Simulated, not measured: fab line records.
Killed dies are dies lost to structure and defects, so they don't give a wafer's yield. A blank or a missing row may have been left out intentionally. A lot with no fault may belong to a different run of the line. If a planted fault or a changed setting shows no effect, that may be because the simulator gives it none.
Matching of chambers + flow nand harc + ald metal-02 running NHARC_A_BLC_ALD_23: 4 sister chambers
The step deposits TiN, target thk 3 nm, pulse time 1 s, ald cycles 150. 8 wafers are shown with their chamber, then 8 later ones without.

WAFERS WITH THEIR CHAMBER
| wafer  | chamber | heater power w (W) | precursor pulse height rel |
|--------|---------|--------------------|----------------------------|
| L078.1 | 2       | 1234               | 1.008                      |
| L078.3 | 1       | 1356               | 1.014                      |
| L082.1 | 0       | 1029               | 1.010                      |
| L082.6 | 0       | 1016               | 0.974                      |
| L083.3 | 3       | 1292               | 1.047                      |
| L083.4 | 2       | 1237               | 1.002                      |
| L083.5 | 1       | 1305               | 1.016                      |
| L088.1 | 3       | 1279               | 0.986                      |

WAFERS WITH NO CHAMBER GIVEN
| wafer  | heater power w (W) | precursor pulse height rel |
|--------|--------------------|----------------------------|
| L088.3 | 1048               | 1.029                      |
| L088.6 | 1011               | 1.001                      |
| L091.3 | 1232               | 1.036                      |
| L091.4 | 1331               | 1.012                      |
| L091.5 | 1255               | 0.986                      |
| L093.1 | 1006               | 1.007                      |
| L093.3 | 1289               | 0.998                      |
| L093.5 | 1322               | 0.971                      |

CHAMBER TAKEN BY EACH
| wafer  | from the rows above     | in truth |
|--------|-------------------------|----------|
| L088.3 | 0                       | 0        |
| L088.6 | 0                       | 0        |
| L091.3 | can't be placed: 2 or 3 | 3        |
| L091.4 | 1                       | 1        |
| L091.5 | can't be placed: 2 or 3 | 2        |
| L093.1 | 0                       | 0        |
| L093.3 | can't be placed: 3 or 1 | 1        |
| L093.5 | can't be placed: 1 or 3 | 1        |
Placed correctly: 4 of 8. Not placeable from these rows: 4 (in 4, the candidates include the true chamber). Placed wrongly: 0.
How it was worked out, from the rows above alone: a wafer's distance from a chamber is the root of the sum, over the readings, of the square of ((its reading less the chamber's mean) divided by the reading's scatter). The wafer belongs to the nearest chamber; if the next one is less than 2 further off, it can't be placed. Each chamber's mean is taken over the wafers shown for it. The scatter is the square root of a quotient: the sum, over the shown wafers, of each reading's squared deviation from its chamber's mean, divided by wafers minus chambers.
